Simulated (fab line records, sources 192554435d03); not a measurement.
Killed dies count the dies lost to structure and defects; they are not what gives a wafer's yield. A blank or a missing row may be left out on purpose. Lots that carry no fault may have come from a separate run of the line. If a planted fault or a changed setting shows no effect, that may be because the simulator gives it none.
Matching of chambers || flow n5Finfet || 3 sister chambers for N5_BEOL_M5_PRE_CLEAN_77 on cvdCo-01
The step time 15 s. 20 wafers are shown with their chamber, then 10 later ones without.

## WAFERS WITH THEIR CHAMBER
{"wafer": "L083.3", "chamber": 0, "heaterPowerW (W)": 50}
{"wafer": "L083.5", "chamber": 0, "heaterPowerW (W)": 50}
{"wafer": "L083.6", "chamber": 1, "heaterPowerW (W)": 114}
{"wafer": "L088.1", "chamber": 2, "heaterPowerW (W)": 72}
{"wafer": "L088.2", "chamber": 0, "heaterPowerW (W)": 50}
{"wafer": "L088.3", "chamber": 1, "heaterPowerW (W)": 113}
{"wafer": "L088.4", "chamber": 0, "heaterPowerW (W)": 50}
{"wafer": "L088.5", "chamber": 2, "heaterPowerW (W)": 71}
{"wafer": "L088.6", "chamber": 1, "heaterPowerW (W)": 117}
{"wafer": "L087.2", "chamber": 1, "heaterPowerW (W)": 118}
{"wafer": "L087.3", "chamber": 0, "heaterPowerW (W)": 51}
{"wafer": "L087.4", "chamber": 1, "heaterPowerW (W)": 117}
{"wafer": "L090.3", "chamber": 1, "heaterPowerW (W)": 115}
{"wafer": "L090.4", "chamber": 1, "heaterPowerW (W)": 118}
{"wafer": "L090.5", "chamber": 2, "heaterPowerW (W)": 73}
{"wafer": "L093.1", "chamber": 1, "heaterPowerW (W)": 115}
{"wafer": "L093.2", "chamber": 0, "heaterPowerW (W)": 53}
{"wafer": "L093.3", "chamber": 2, "heaterPowerW (W)": 72}
{"wafer": "L092.1", "chamber": 1, "heaterPowerW (W)": 117}
{"wafer": "L092.2", "chamber": 2, "heaterPowerW (W)": 70}

SIGNATURES, as means of the wafers listed above
{"reading": "heaterPowerW", "chamber 0": 50.67, "chamber 1": 116.00, "chamber 2": 71.60, "scatter within a chamber": 1.51}
Rule: for each reading, subtract the chamber's mean from the wafer's reading, divide by that reading's scatter and square the result; add these up over the readings and take the root, which gives the wafer's distance from the chamber. The wafer belongs to the nearest chamber; if the next one is less than 2 further off, it can't be placed. The scatter: take each reading less its chamber's mean, square it, sum over the shown wafers, divide by the number of wafers less the number of chambers, and take the root.

## WAFERS WHOSE CHAMBER IS MISSING
{"wafer": "L092.3", "heaterPowerW (W)": 51}
{"wafer": "L092.4", "heaterPowerW (W)": 118}
{"wafer": "L092.5", "heaterPowerW (W)": 72}
{"wafer": "L092.6", "heaterPowerW (W)": 52}
{"wafer": "L094.2", "heaterPowerW (W)": 70}
{"wafer": "L094.4", "heaterPowerW (W)": 53}
{"wafer": "L094.5", "heaterPowerW (W)": 115}
{"wafer": "L097.1", "heaterPowerW (W)": 52}
{"wafer": "L097.3", "heaterPowerW (W)": 71}
{"wafer": "L097.6", "heaterPowerW (W)": 52}

## WHICH CHAMBER EACH ONE RAN IN
{"wafer": "L092.3", "from the rows above": 0, "in truth": 0}
{"wafer": "L092.4", "from the rows above": 1, "in truth": 1}
{"wafer": "L092.5", "from the rows above": 2, "in truth": 2}
{"wafer": "L092.6", "from the rows above": 0, "in truth": 0}
{"wafer": "L094.2", "from the rows above": 2, "in truth": 2}
{"wafer": "L094.4", "from the rows above": 0, "in truth": 0}
{"wafer": "L094.5", "from the rows above": 1, "in truth": 1}
{"wafer": "L097.1", "from the rows above": 0, "in truth": 0}
{"wafer": "L097.3", "from the rows above": 2, "in truth": 2}
{"wafer": "L097.6", "from the rows above": 0, "in truth": 0}
10 of 10 placed correctly. From these rows, 0 cannot be placed. Number placed wrongly: 0.
